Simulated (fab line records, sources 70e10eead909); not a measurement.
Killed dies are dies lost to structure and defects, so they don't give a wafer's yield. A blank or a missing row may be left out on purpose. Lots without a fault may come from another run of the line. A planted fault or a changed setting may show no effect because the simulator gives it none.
fab line records | flow nand_harc
record lots=5 wafers=13 last_day=24
route steps=1159 shown A_SGD_CUT@763 END@1159
lots that met no fault: from a run of the same line without faults
start_h: hours from the record's first day to the start of the lot's first wafer shown | wait_h: hours since the lot's step before | " the same as in the row above | L1.1+2: a row that stands for several wafers | - no value, or no start given | * or withheld: withheld | < > ~ a bound
route shown NAME@n: a module of which the file shows steps, and the number in the route of the first | usual: mean/standard deviation of fault-free wafers | same: alike in all rows | chamber/n: place in a boat | sites: the reading at each site | _std_site: their standard deviation | _edge_site: outer sites' mean less inner sites' | radius_mm: how far each site lies from the wafer's centre | mask NAME#n: copy n | behind: the tool/chamber that last shaped the wafer | hold: why the lot was held/for how many hours/how that ended | device: the transistor (n, p or np) that didn't switch | end of line: the same wafers' tests at the end of the route | a step without rows: its recipe alone | killed: dies lost to structure and defects at the first sort, not the wafer's yield | map: a wafer's dies, x killed, . not, _ none there
set.NAME: the setting as run; set.NAME@STEP: as run at that earlier step | model.NAME: the simulator's own value behind a step, which no gauge read
lots at some steps of the route; a table a step, a row a wafer
services: from which hour (start_h, from the record's first day; less than 0 if before it) a tool's chamber was out of use, for how many hours, and why
## steps
# step NHARC_A_SGD_CUT_ETCH_59
# recipe target_depth_a=2600 over_etch_frac=0.25 time_s=406.25 ion_energy_ev=200 n2_flow_sccm=150 h2_flow_sccm=150 ar_flow_sccm=0 rf_w=400 bias_w=150 chemistry=N2/H2
# usual drypump_motor_current_A=5.8/0.39 oes_product_au=0.995/0.012 rf_vpp_V=430.8/2.8 showerhead_plenum_p_Torr=2.05/0.099 throttle_valve_pct=14.171/0.0098
# columns lot.wafer tool chamber start_h wait_h drypump_motor_current_A oes_product_au rf_hours_counter_h rf_vpp_V showerhead_plenum_p_Torr throttle_valve_pct
L335.4 rie_diel-02 2 - - 5.9 0.998 15 425.9 1.92 14.168
L335.2 " 0 " " 5.3 0.993 15 432.5 2.12 14.157
L335.6 " 2 " " 5.9 1.007 - 428.6 1.92 14.168
L339.4 rie_diel-04 3 - - 5.6 1.017 3 434.1 2.14 14.178
L339.1 " 0 " " 5.9 0.983 3 433.3 2.18 14.176
L339.5 " 2 " " 6.0 1.001 - 433.1 2.14 14.166
L343.4 rie_diel-02 3 - - 6.0 0.979 1 433.5 2.14 14.175
L343.1 " 0 " " 5.2 0.995 2 433.6 2.11 14.175
L343.6 " 3 " " 6.0 0.986 - 431.2 2.14 14.173
L353.2 rie_diel-04 0 - - 5.9 0.988 11 434.8 2.18 14.174
L357.2 rie_diel-04 1 - - 5.8 0.973 15 427.1 1.96 14.158
L357.5 " 1 " " 5.8 0.973 - 427.3 1.96 14.169
L357.6 " 0 " " 5.9 0.989 - 433.0 2.18 14.173
# step NHARC_A_SGD_CUT_ETCH_15
# recipe target_depth_a=750 time_s=64.3 ch3f_flow_sccm=50 o2_flow_sccm=30 ar_flow_sccm=200 rf_w=500 bias_w=100 chemistry=CH3F/O2
# usual drypump_motor_current_A=5.7/0.38 o2_flow_sccm=30.00/0.087 oes_product_au=0.954/0.021 rf_vpp_V=264.3/1.9 showerhead_plenum_p_Torr=2.48/0.11 throttle_valve_pct=20.663/0.0097
# columns lot.wafer tool chamber start_h wait_h drypump_motor_current_A o2_flow_sccm oes_product_au rf_hours_counter_h rf_vpp_V showerhead_plenum_p_Torr throttle_valve_pct
L335.2 rie_diel-02 1 - - 6.5 30.05 0.952 11 261.8 2.29 20.665
L335.4 " 2 " " 5.9 30.07 0.980 15 263.2 2.33 20.658
L335.6 " 0 " " 5.3 30.00 0.952 - 265.0 2.54 20.667
L339.1 rie_diel-04 2 - - 6.0 29.87 0.922 4 264.4 2.57 20.668
L339.4 " 3 " " 5.6 30.10 0.946 4 265.8 2.57 20.664
L339.5 " 0 " " 5.9 29.92 0.930 - 266.4 2.62 20.655
L343.4 rie_diel-02 0 - - 5.3 30.02 0.956 2 264.2 2.54 20.671
L343.1 " 2 " " 5.9 29.95 0.965 2 261.2 2.33 20.653
L343.6 " 0 " " 5.3 30.01 0.956 - 265.8 2.54 20.680
L353.2 rie_diel-04 0 - - 5.9 29.94 0.972 11 266.9 2.62 20.671
L357.2 rie_diel-04 1 - - 5.8 29.84 0.920 15 262.7 2.37 20.649
L357.6 " 0 " " 5.9 29.95 0.919 - 265.9 2.61 20.666
L357.5 " 2 " " 6.0 30.15 0.927 - 266.4 2.57 20.675
# step NHARC_A_SGD_CUT_ETCH_16
# recipe target_depth_a=3105 time_s=155.2 c4f8_flow_sccm=withheld o2_flow_sccm=8 ar_flow_sccm=withheld rf_w=600 bias_w=800 chemistry=C4F8/O2/Ar
# usual oes_product_au=0.966/0.016 rf_vpp_V=724/4.7
# columns lot.wafer tool chamber start_h wait_h oes_product_au rf_hours_counter_h rf_vpp_V
L335.2 rie_diel-02 2 - - 0.986 15 716
L335.4 " 3 " " 0.987 15 728
L335.6 " 0 " " 0.969 - 727
L339.1 rie_diel-04 1 - - 0.941 3 719
L339.4 " 2 " " 0.933 4 727
L339.5 " 0 " " 0.949 - 729
L343.4 rie_diel-02 0 - - 0.965 2 727
L343.1 " 1 " " 0.960 2 716
L343.6 " 2 " " 0.971 - 717
L353.2 rie_diel-04 3 - - 0.997 12 727
L357.2 rie_diel-04 2 - - 0.965 16 727
L357.5 " 1 " " 0.935 - 721
L357.6 " 2 " " 0.953 - 728
# step NHARC_A_SGD_CUT_STRIP_60
# recipe c4f8_flow_sccm=withheld o2_flow_sccm=8 ar_flow_sccm=withheld bias_w=0 chemistry=C4F8/O2/Ar
# step NHARC_A_SGD_CUT_STRIP_17
# recipe o2_flow_sccm=500 ar_flow_sccm=0 bias_w=0 chemistry=O2
# usual drypump_motor_current_A=5.7/0.39 o2_flow_sccm=500.1/1.5 oes_product_au=0.996/0.012 rf_vpp_V=57.8/0.8 showerhead_plenum_p_Torr=3.55/0.16 throttle_valve_pct=17.036/0.0092
# columns lot.wafer tool chamber start_h wait_h drypump_motor_current_A o2_flow_sccm oes_product_au rf_hours_counter_h rf_vpp_V showerhead_plenum_p_Torr throttle_valve_pct
L335.4 rie_diel-02 1 - - 6.5 499.8 0.996 11 57.3 3.30 17.036
L335.2 " 0 " " 5.3 500.0 0.996 16 56.7 3.65 17.030
L335.6 " 1 " " 6.5 498.5 0.997 - 57.3 3.30 17.043
L339.4 rie_diel-04 0 - - 5.9 498.7 0.991 3 58.3 3.75 17.027
L339.1 " 1 " " 5.7 498.3 0.982 3 58.3 3.41 17.034
L339.5 " 3 " " 5.6 502.1 1.022 - 57.7 3.68 17.033
L343.4 rie_diel-02 2 - - 5.9 500.1 0.990 2 55.9 3.35 17.025
L343.1 " 0 " " 5.3 499.1 0.992 2 59.5 3.64 17.032
L343.6 " 2 " " 5.9 500.6 0.996 - 56.9 3.35 17.026
L353.2 rie_diel-04 2 - - 6.0 502.3 0.993 12 57.5 3.68 17.024
L357.2 rie_diel-04 0 - - 5.9 499.8 0.991 15 58.8 3.74 17.035
L357.5 " 0 " " 5.9 499.7 0.991 - 57.4 3.74 17.040
L357.6 " 1 " " 5.8 500.9 0.982 - 58.1 3.41 17.030
# step NHARC_A_SGD_CUT_PRECLEAN_18
# recipe time_s=* temp_c=50 bath_age_min=0 chemistry=SC1
# step NHARC_A_SGD_CUT_SRD_19
# step NHARC_A_SGD_CUT_DEP_20
# recipe target_thk_a=1500 temp_c=65 material=SiO2
# step NHARC_A_SGD_CUT_ANNEAL_27
# recipe temp_c=450 time_s=1800
# step NHARC_A_SGD_CUT_CMP_21
# recipe target_thk_nm=148.19
# step NHARC_A_SGD_CUT_THK_MEAS_22
# recipe thk_meas_gauge=ellipsometry
# usual thk_nm=148.0/1.6
# columns lot.wafer tool chamber start_h wait_h thk_nm
L335.2 film_metro-02 - 307.09 0.2 153.1
L335.4 " - " " 150.9
L335.6 " - " " 149.7
L339.1 film_metro-01 - 330.76 0.2 148.7
L339.4 " - " " 147.2
L339.5 " - " " 148.7
L343.1 film_metro-01 - 358.87 0.2 145.5
L343.4 " - " " 148.2
L343.6 " - " " 146.6
L353.2 film_metro-02 - 409.70 0.2 149.1
L357.2 film_metro-01 - 435.52 0.2 149.0
L357.5 " - " " 147.7
L357.6 " - " " 147.4
# step NHARC_A_SGD_CUT_SRD_23
# step NHARC_A_SGD_CUT_ETCH_26
# recipe target_depth_a=458 chemistry=dHF material=SiO2
# columns lot.wafer tool chamber start_h wait_h
L335.2+4+6 wet_bench-02 1,2,4 307.20 0.0
L339.1+5+4 wet_bench-06 6,0,1 330.83 0.0
L343.4+1+6 wet_bench-03 0,1,2 358.94 0.0
L353.2 wet_bench-02 0 409.77 0.0
L357.6+5+2 wet_bench-06 5,7,2 435.59 0.0
# step NHARC_A_SGD_CUT_ETCHBACK_24
# recipe target_depth_a=500 over_etch_frac=0.3 time_s=92.857 ion_energy_ev=120 ch3f_flow_sccm=50 o2_flow_sccm=30 ar_flow_sccm=200 rf_w=500 bias_w=100 chemistry=CH3F/O2
# usual drypump_motor_current_A=5.7/0.39 o2_flow_sccm=30.00/0.089 oes_product_au=0.98/0.031 rf_vpp_V=244.6/1.6 showerhead_plenum_p_Torr=2.48/0.1 throttle_valve_pct=20.663/0.0092
# columns lot.wafer tool chamber start_h wait_h drypump_motor_current_A o2_flow_sccm oes_product_au rf_hours_counter_h rf_vpp_V showerhead_plenum_p_Torr throttle_valve_pct
L335.2 rie_diel-04 3 307.42 0.2 5.6 30.07 1.00 1 245.3 2.57 20.667
L335.4 " 0 " " 5.9 30.06 0.99 1 246.7 2.62 20.671
L335.6 " 2 " " 6.0 30.09 1.00 - 246.8 2.57 20.667
L339.1 rie_diel-08 3 331.16 0.3 5.2 29.84 1.00 3 244.8 2.43 20.664
L339.4 " 1 " " 5.3 30.00 1.00 - 241.4 2.36 20.653
L339.5 " 2 " " 5.1 30.05 1.00 - 243.2 2.46 20.676
L343.1 rie_diel-04 0 359.09 0.1 5.9 30.00 0.98 7 246.7 2.62 20.669
L343.4 " 2 " " 6.0 30.17 0.97 7 247.0 2.57 20.669
L343.6 " 0 " " 5.9 30.11 0.98 - 246.0 2.62 20.663
L353.2 rie_diel-08 1 409.94 0.2 5.4 30.03 0.94 9 243.4 2.36 20.658
L357.2 rie_diel-08 2 435.75 0.1 5.1 30.05 0.96 9 243.9 2.46 20.686
L357.5 " 0 " " 6.3 30.14 0.97 - 243.9 2.49 20.671
L357.6 " 1 " " 5.4 30.08 0.95 - 243.3 2.36 20.661
# step NHARC_A_SGD_CUT_STRIP_28
# recipe time_s=20 o2_flow_sccm=500 ar_flow_sccm=0 bias_w=0 chemistry=O2
# step NHARC_A_SGD_CUT_INSPECT_25
# usual raw_defect_count=303/79
# columns lot.wafer tool chamber start_h wait_h hold raw_defect_count
L335.2 defect_inspect-01 - 307.63 - - 291
L335.4 " - " " - 370
L335.6 " - " " - 350
L339.1 defect_inspect-01 - 331.40 - - 248
L339.4 " - " " - 224
L339.5 " - " " - 191
L343.1 defect_inspect-01 - 359.33 - - 307
L343.4 " - " " - 308
L343.6 " - " " - 399
L353.2 defect_inspect-01 - 410.17 - await_dispo/0.2h/release 1217
L353.2 defect_inspect-01 - 410.34 0.2 - 1209
L357.2 defect_inspect-02 - 436.02 - - 225
L357.5 " - " " - 212
L357.6 " - " " - 296
# step NHARC_END_SORT_01
# recipe temp_c=25
# usual killed_at_array=29/11 killed_at_other=0.5/0.89 killed_at_periphery=3.3/2 killed_dies=32/11 killed_open=3.1/1.9 killed_short=2.3/1.6
# same gross_dies=677
# columns lot.wafer tool chamber start_h wait_h killed_at_array killed_at_other killed_at_periphery killed_dies killed_open killed_short
L335.2 prober-01 0 449.68 2.8 25 0 4 29 4 2
L335.4 prober-01 0 451.26 3.4 17 0 4 21 3 0
L335.6 prober-01 0 452.84 4.0 18 0 5 23 4 2
L339.1 prober-01 0 478.38 2.5 35 0 5 40 4 2
L339.4 prober-01 0 480.80 3.4 26 1 4 31 5 1
L339.5 prober-01 0 481.61 3.7 38 3 4 45 2 0
L343.1 prober-02 0 486.22 2.5 38 3 4 45 8 1
L343.4 prober-02 0 488.62 3.4 28 2 3 33 5 0
L343.6 prober-02 0 490.22 4.0 32 2 2 36 2 3
L353.2 prober-02 0 552.08 2.8 127 0 1 128 2 3
L357.2 prober-01 0 562.83 2.8 34 0 6 40 3 3
L357.5 prober-01 0 565.22 3.7 30 0 5 35 2 2
L357.6 prober-01 0 566.01 4.0 32 0 2 34 3 1
# killed by level:class
L335.2 A_SLIT:chamber_film_flake=15 A_M0:geometric_particle:open=4 P_STI:chamber_film_flake=4 A_CONTACT:chamber_film_flake=3 A_WL_FILL:geometric_particle:short=2 A_STAIRCASE:chamber_film_flake=1
L335.4 A_SLIT:chamber_film_flake=8 P_STI:chamber_film_flake=3 A_ZERO_WELL:chamber_film_flake=2 A_CHANNEL_HOLE_D1:chamber_film_flake=2 A_WL_FILL:chamber_film_flake=2 P_CONTACT:geometric_particle:open=1 A_CHANNEL_HOLE_D1:geometric_particle:open=1 A_WL_FILL:geometric_particle:open=1
L335.6 A_SLIT:chamber_film_flake=9 P_STI:chamber_film_flake=4 A_ONON_D1:geometric_particle:open=2 A_CONTACT:chamber_film_flake=2 P_CONTACT:geometric_particle:open=1 A_CHANNEL_FILL_D1:geometric_particle:short=1 A_WL_FILL:geometric_particle:short=1 A_BLC:geometric_particle:open=1
L339.1 A_CHANNEL_HOLE_D1:chamber_film_flake=15 A_SLIT:chamber_film_flake=13 A_CONTACT:chamber_film_flake=2 P_M1:geometric_particle:open=1 P_M1:geometric_particle:short=1 P_M2:geometric_particle:open=1 A_ONON_D1:geometric_particle:short=1 A_CHANNEL_FILL_D1:geometric_particle:open=1
L339.4 A_CHANNEL_HOLE_D1:chamber_film_flake=9 A_SLIT:chamber_film_flake=9 A_BLC:geometric_particle:open=2 A_STAIRCASE:chamber_film_flake=2 P_M0:geometric_particle:short=1 P_M2:geometric_particle:open=1 A_WL_FILL:geometric_particle:open=1 A_M1:geometric_particle:open=1
L339.5 A_SLIT:chamber_film_flake=18 A_CHANNEL_HOLE_D1:chamber_film_flake=16 A_STAIRCASE:chamber_film_flake=3 THIN_TSV:chamber_film_flake=3 P_M0:chamber_film_flake=2 P_GATE:geometric_particle:open=1 A_BLC:geometric_particle:open=1 P_CONTACT:chamber_film_flake=1
L343.1 A_CHANNEL_HOLE_D1:chamber_film_flake=22 A_WL_FILL:chamber_film_flake=4 A_M0:geometric_particle:open=3 A_CONTACT:chamber_film_flake=3 THIN_TSV:chamber_film_flake=3 A_BLC:geometric_particle:open=2 P_M0:geometric_particle:open=1 A_CHANNEL_HOLE_D1:geometric_particle:open=1
L343.4 A_CHANNEL_HOLE_D1:chamber_film_flake=21 P_CONTACT:geometric_particle:open=2 A_CONTACT:chamber_film_flake=2 THIN_TSV:chamber_film_flake=2 A_CHANNEL_HOLE_D1:geometric_particle:open=1 A_M0:geometric_particle:open=1 A_M1:geometric_particle:open=1 P_STI:chamber_film_flake=1
L343.6 A_CHANNEL_HOLE_D1:chamber_film_flake=19 A_STAIRCASE:chamber_film_flake=4 A_WL_FILL:chamber_film_flake=3 A_CONTACT:chamber_film_flake=3 THIN_TSV:chamber_film_flake=2 P_M0:geometric_particle:open=1 P_M1:geometric_particle:open=1 A_CHANNEL_HOLE_D1:geometric_particle:short=1
L353.2 A_SGD_CUT:unspecified=94 A_CHANNEL_HOLE_D1:chamber_film_flake=14 A_SLIT:chamber_film_flake=10 A_STAIRCASE:chamber_film_flake=2 A_CONTACT:chamber_film_flake=2 A_ONON_D1:geometric_particle:short=1 A_SGD_CUT:geometric_particle:open=1 A_WL_FILL:geometric_particle:short=1
L357.2 A_SLIT:chamber_film_flake=19 A_CHANNEL_HOLE_D1:chamber_film_flake=9 P_ZERO_WELL:chamber_film_flake=4 A_CONTACT:geometric_particle:open=2 P_GATE:geometric_particle:short=1 P_M0:geometric_particle:short=1 A_WL_FILL:geometric_particle:short=1 A_M1:geometric_particle:open=1
L357.5 A_SLIT:chamber_film_flake=16 A_CHANNEL_HOLE_D1:chamber_film_flake=5 A_STAIRCASE:chamber_film_flake=5 P_ZERO_WELL:chamber_film_flake=2 P_M0:geometric_particle:short=1 A_CHANNEL_FILL_D1:geometric_particle:short=1 A_WL_FILL:geometric_particle:open=1 A_CONTACT:geometric_particle:open=1
L357.6 A_SLIT:chamber_film_flake=18 A_CHANNEL_HOLE_D1:chamber_film_flake=7 A_STAIRCASE:chamber_film_flake=2 P_STI:geometric_particle:short=1 A_ONON_D1:geometric_particle:open=1 A_CHANNEL_FILL_D1:geometric_particle:open=1 A_CONTACT:geometric_particle:open=1 P_ZERO_WELL:chamber_film_flake=1
# map L353.2 (x killed, . not)
____________.____________
_________......._________
_______..........._______
______..x..........______
_____..............._____
____.................____
____.................____
___...................___
___...................___
__.........x...........__
__.....................__
_......................._
_...................x..._
_x..x..x................_
_......................._
_......................._
.........................
..x......................
.........................
..........xx........x....
........xxxxx..x.........
_x......xxxxxx.........._
_.......xxxxxx.........._
_......xxxxxxxxx........_
_.....xxxxxxxxxx........_
_.....xxxxxxxxxxx......._
__....xxxxxxxxxx.......__
__....xxxxxxxxxx.......__
___....xxxxxxxxx......___
___.x...xxxxxx.x......___
____...xxxxxxxx......____
____...xxxxxxx.......____
_____...xxxxx.x....._____
______.x.xxxxx.x...______
_______..xxxx....._______
_________......._________
____________.____________
# map L335.2 (x killed, . not)
____________.____________
_________......._________
_______..........._______
______.............______
_____.x.......x....._____
____.................____
____...........x.....____
___...........xx......___
___.....x.......x.....___
__...........xx........__
__.........x..xxx...x..__
_.........x..xx........._
_...............x......._
_......................._
_.............x........._
_......................._
.........................
.........................
.........................
.........................
.....................x...
_......................._
_....................xx._
_........x.............._
_......................._
_..........x............_
__.....................__
__..........x..........__
___..........xx.......___
___...................___
____.................____
____..x..x...........____
_____..............._____
______.............______
_______..........._______
_________......._________
____________.____________
## services
# columns tool chamber start_h hours kind
rie_diel-08 0 280.35 118.6 repair
wet_bench-03 - 283.06 1.6 repair
rie_diel-04 - 288.90 9.0 pm
rie_diel-04 0 288.90 9.0 vent_cycle
rie_diel-04 1 288.90 9.0 vent_cycle
rie_diel-04 2 288.90 9.0 vent_cycle
rie_diel-04 3 288.90 9.0 vent_cycle
rie_diel-04 0 297.90 - clean
rie_diel-04 1 297.90 - clean
rie_diel-08 2 299.10 5.9 repair
rie_diel-08 - 302.21 9.0 pm
wet_bench-06 - 305.62 8.0 pm
wet_bench-03 - 322.40 8.0 pm
rie_diel-02 - 327.75 9.0 pm
rie_diel-08 - 344.57 1.2 repair
wet_bench-02 - 356.00 8.0 pm
rie_diel-08 2 363.32 9.3 repair
rie_diel-04 0 388.92 2.6 repair
wet_bench-02 - 394.90 0.8 repair
rie_diel-08 2 402.20 1.2 repair
rie_diel-08 0 425.46 6.6 repair
rie_diel-04 3 425.97 5.8 repair
rie_diel-02 0 427.68 8.7 repair
rie_diel-08 3 430.41 19.8 repair
## key
first_sign step=NHARC_A_SGD_CUT_INSPECT_25 reading=visit direction=added
effect step=NHARC_A_SGD_CUT_INSPECT_25 reading=raw_defect_count direction=up sigmas=12 usual=303 struck=1217
effect step=NHARC_END_SORT_01 reading=killed_at_array direction=up sigmas=8.9 usual=29 struck=127
more_kills_born_at NHARC_A_SGD_CUT_ETCH_26@wet_bench-02=94
met_at NHARC_A_SGD_CUT_ETCH_26
struck_wafers L353.2
tester_left_out L353
fault kind=chamber_particle_source tool=wet_bench-02 chamber=0 onset_h=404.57 steps=NHARC_A_SGD_CUT_ETCH_26 rate_per_visit_cm2=1.3806 end_h=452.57
# tester_left_out: of these lots the tester's yield and bins aren't shown, on N5 and GAA mostly nor the transistor test; their killed dies are dies lost to structure and defects alone, not to doping, threshold or leakage, so they don't give the yield
